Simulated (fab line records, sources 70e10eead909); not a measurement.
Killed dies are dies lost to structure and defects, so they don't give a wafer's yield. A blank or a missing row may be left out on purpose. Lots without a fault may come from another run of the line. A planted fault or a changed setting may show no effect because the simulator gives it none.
Problem report in the 8D (eight disciplines) form, filled by code | flow nand_harc | the parts of the form that need people (team, actions taken, sign-off) are left out

1. THE PROBLEM
heater_power_total_W at NHARC_A_SLIT_SOFTBAKE_04 reads a mean of 193.09 W on 9 wafers of 3 lots; wafers without a fault read 188.44 W with a standard deviation of 0.13. That is +36 standard deviations from the usual mean.
The step: time 55 s.
First seen on wafer L914.2, day 17 06:00, on litho_track-06. The record holds 36 wafers of 12 lots with a number at this step. Rule for "out", or "out of limits": more than 4 standard deviations from the usual mean. The other wafers with a number count as sound.

2. WHAT IT IS AND WHAT IT IS NOT
question                    | is                     | is not
which readings at this step | heater_power_total_W   | chill_plate_temp_C
which lots                  | L913, L914, L916       | L903, L904, L906, L907, L910, L911, L912, L919, L924
which wafers of those lots  | all that have a number | -
read on which tools         | litho_track-06         | litho_track-01, litho_track-04
when                        | from day 17 06:00      | up to then (21 sound wafers); but 6 sound wafers of L919, L924 came after

3. SUSPECTS, AND WHAT RULES EACH OUT
Counting: a tool at a process step up to the reading stays a suspect if it ran every lot that is out and no sound lot after the first of them.
- litho_track-06 at NHARC_A_SLIT_SOFTBAKE_04 (time 55 s): kept. It ran every lot that is out, first L914 (day 17 06:00), and no sound lot after that; its last sound lot up to then is L912 (day 17 03:00). Its own readings are out on those wafers: heater_power_total_W.
Left after counting: litho_track-06 at NHARC_A_SLIT_SOFTBAKE_04.

4. THE CAUSE (what the simulator had put in)
Process parameter drift: litho_track-06, from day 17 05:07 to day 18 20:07, at NHARC_A_SLIT_SOFTBAKE_04. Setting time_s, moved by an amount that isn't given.
Counting left only this tool.

5. THE CHAIN OF EFFECTS, in route order
Each row: a reading whose mean over the struck wafers that have a number lies more than 3 standard deviations from the usual. Only readings for which the record gives a usual standard deviation are gone through. hours: the time from each lot's start at the first step in this table that gives one to its start at this step, as a median over the lots. sigmas: the change in usual standard deviations.
hours | step                     | reading              | usual    | on struck wafers | change | sigmas
0     | NHARC_A_SLIT_SOFTBAKE_04 | heater_power_total_W | 188.44 W | 193.09           | +4.65  | +36
The process steps in it:
- NHARC_A_SLIT_SOFTBAKE_04: time 55 s.

6. WHAT WOULD HAVE CAUGHT IT SOONER
In this record the first reading out of limits was taken at day 17 06:00, 1 hour after the fault began at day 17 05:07.
